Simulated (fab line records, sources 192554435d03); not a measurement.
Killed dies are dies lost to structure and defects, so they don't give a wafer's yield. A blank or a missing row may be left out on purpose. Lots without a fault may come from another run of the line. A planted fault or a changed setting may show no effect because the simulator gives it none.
Chamber matching | flow n5_finfet | N5_BEOL_M13_ETCH_59 on rie_diel-03: 4 sister chambers
The step etches BARC in N2/H2, target depth 89 nm, overetch 26.7 nm, time 67.9 s. 8 wafers are shown with their chamber, then 7 later ones without.

WAFERS WITH THEIR CHAMBER
wafer  | chamber | drypump_motor_current_A (A) | throttle_valve_pct (%)
L075.4 | 1       | 5.8                         | 17.57
L076.2 | 2       | 6.6                         | 18.00
L079.3 | 2       | 6.6                         | 18.00
L079.6 | 3       | 6.5                         | 18.00
L078.4 | 0       | 5.2                         | 17.73
L078.5 | 1       | 5.8                         | 17.59
L086.2 | 0       | 5.2                         | 17.76
L086.5 | 3       | 6.4                         | 18.01

WAFERS WITHOUT THEIR CHAMBER
wafer  | drypump_motor_current_A (A) | throttle_valve_pct (%)
L086.6 | 5.2                         | 17.75
L093.1 | 6.5                         | 17.63
L093.5 | 6.6                         | 17.70
L093.6 | 6.4                         | 17.63
L096.4 | 5.3                         | 17.79
L096.5 | 6.4                         | 17.64
L096.6 | 6.6                         | 17.70

WHICH CHAMBER EACH WENT THROUGH
wafer  | from the rows above          | in truth
L086.6 | 0                            | 0
L093.1 | 1                            | 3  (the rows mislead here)
L093.5 | can't be placed: 2 or 3 or 1 | 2
L093.6 | 1                            | 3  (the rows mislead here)
L096.4 | 0                            | 0
L096.5 | 1                            | 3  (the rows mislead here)
L096.6 | can't be placed: 2 or 3 or 1 | 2
Placed correctly: 2 of 7. Can't be placed from these rows: 2 (the true chamber is among the candidates in 2). Placed wrongly: 3.
How it was worked out, from the rows above alone: a wafer's distance from a chamber is the root of the sum, over the readings, of the square of ((its reading less the chamber's mean) divided by the reading's scatter). The wafer belongs to the nearest chamber; if the next one is less than 2 further off, it can't be placed. A chamber's mean is the mean of its shown wafers. The scatter: the root of (the sum of the squares of (reading less its chamber's mean) over the shown wafers, divided by (wafers less chambers)).
